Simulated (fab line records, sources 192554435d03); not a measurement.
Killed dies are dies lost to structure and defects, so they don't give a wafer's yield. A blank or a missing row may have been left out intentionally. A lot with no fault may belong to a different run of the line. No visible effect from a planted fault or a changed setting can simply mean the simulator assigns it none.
Matching of chambers :: flow n5-finfet :: 3 sister chambers for N5_BEOL_M2_PRE_CLEAN_60 on cvd-co-01
The step time 15 s. 3 wafers are shown with their chamber, then 11 later ones without.

## WAFERS PAIRED WITH THEIR CHAMBERS
wafer: L083.3
chamber: 0
heater-power-outer-w (W): 18

wafer: L083.6
chamber: 2
heater-power-outer-w (W): 13

wafer: L086.2
chamber: 1
heater-power-outer-w (W): 31

## WAFERS WITHOUT THEIR CHAMBER
wafer: L086.3
heater-power-outer-w (W): 13

wafer: L086.6
heater-power-outer-w (W): 18

wafer: L088.1
heater-power-outer-w (W): 18

wafer: L088.2
heater-power-outer-w (W): 32

wafer: L088.3
heater-power-outer-w (W): 13

wafer: L089.1
heater-power-outer-w (W): 13

wafer: L089.3
heater-power-outer-w (W): 18

wafer: L089.5
heater-power-outer-w (W): 18

wafer: L094.1
heater-power-outer-w (W): 18

wafer: L094.2
heater-power-outer-w (W): 31

wafer: L094.4
heater-power-outer-w (W): 18

## EACH ONE'S CHAMBER
wafer: L086.3
from the rows above: 2
in truth: 2

wafer: L086.6
from the rows above: 0
in truth: 0

wafer: L088.1
from the rows above: 0
in truth: 0

wafer: L088.2
from the rows above: 1
in truth: 1

wafer: L088.3
from the rows above: 2
in truth: 2

wafer: L089.1
from the rows above: 2
in truth: 2

wafer: L089.3
from the rows above: 0
in truth: 0

wafer: L089.5
from the rows above: 0
in truth: 0

wafer: L094.1
from the rows above: 0
in truth: 0

wafer: L094.2
from the rows above: 1
in truth: 1

wafer: L094.4
from the rows above: 0
in truth: 0
Placed correctly: 11 of 11. From these rows, 0 cannot be placed. 0 placed wrongly.
How it was worked out, from the rows above alone: a wafer's distance from a chamber is the root of the sum, over the readings, of the square of ((its reading less the chamber's mean) divided by the reading's scatter). If the next closest chamber is less than 2 further off than the closest, the wafer can't be placed; otherwise it belongs to the closest. The mean given for a chamber averages the wafers shown for that chamber. The scatter: root of mean squared gap, hidden wafer to nearest shown wafer, with one shown wafer a chamber.
